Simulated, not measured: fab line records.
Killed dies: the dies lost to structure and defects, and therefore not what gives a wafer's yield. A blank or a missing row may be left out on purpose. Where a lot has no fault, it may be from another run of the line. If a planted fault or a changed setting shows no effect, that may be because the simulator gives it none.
Chamber matching + flow nand_harc + NHARC_A_M0_CMP_23 on cmp-02 has 4 sister chambers
The step polishes, t overpolish 20 s, target thk 113.75 nm. 8 wafers are shown with their chamber, then 8 later ones without.

WAFERS, EACH WITH ITS CHAMBER
| wafer  | chamber | motor_current_A (A) | time_to_endpoint_s (s) |
|--------|---------|---------------------|------------------------|
| L078.1 | 1       | 12.1                | 30.3                   |
| L078.2 | 2       | 10.1                | 29.4                   |
| L079.4 | 0       | 12.7                | 30.3                   |
| L079.6 | 3       | 13.6                | 31.0                   |
| L083.1 | 1       | 12.8                | 28.7                   |
| L083.3 | 2       | 10.6                | 27.9                   |
| L083.5 | 3       | 14.5                | 29.3                   |
| L084.3 | 0       | 13.0                | 28.2                   |

WAFERS WITHOUT THEIR CHAMBER
| wafer  | motor_current_A (A) | time_to_endpoint_s (s) |
|--------|---------------------|------------------------|
| L084.5 | 13.9                | 29.3                   |
| L084.6 | 13.1                | 29.6                   |
| L087.1 | 12.1                | 34.6                   |
| L087.2 | 13.2                | 32.6                   |
| L087.4 | 14.0                | 29.9                   |
| L090.1 | 12.4                | 31.4                   |
| L090.3 | 14.0                | 29.3                   |
| L090.4 | 12.5                | 29.8                   |

THE CHAMBER EACH PASSED THROUGH
| wafer  | from the rows above               | in truth |
|--------|-----------------------------------|----------|
| L084.5 | can't be placed: 3 or 0           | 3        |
| L084.6 | can't be placed: 0 or 1 or 3      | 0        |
| L087.1 | can't be placed: 1 or 0 or 3 or 2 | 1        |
| L087.2 | can't be placed: 3 or 0 or 1      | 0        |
| L087.4 | 3                                 | 3        |
| L090.1 | can't be placed: 1 or 0           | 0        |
| L090.3 | can't be placed: 3 or 0           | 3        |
| L090.4 | can't be placed: 1 or 0           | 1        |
1 of 8 placed correctly. Unplaceable from these rows: 7, with the true chamber sitting among the candidates in 7. Placed wrongly: 0.
How it was worked out, from the rows above alone: a wafer's distance from a chamber is the root of the sum, over the readings, of the square of ((its reading less the chamber's mean) divided by the reading's scatter). If the next closest chamber is less than 2 further off than the closest, the wafer can't be placed; otherwise it belongs to the closest. A chamber's mean is the mean of its shown wafers. The scatter is the square root of a quotient: the sum, over the shown wafers, of each reading's squared deviation from its chamber's mean, divided by wafers minus chambers.
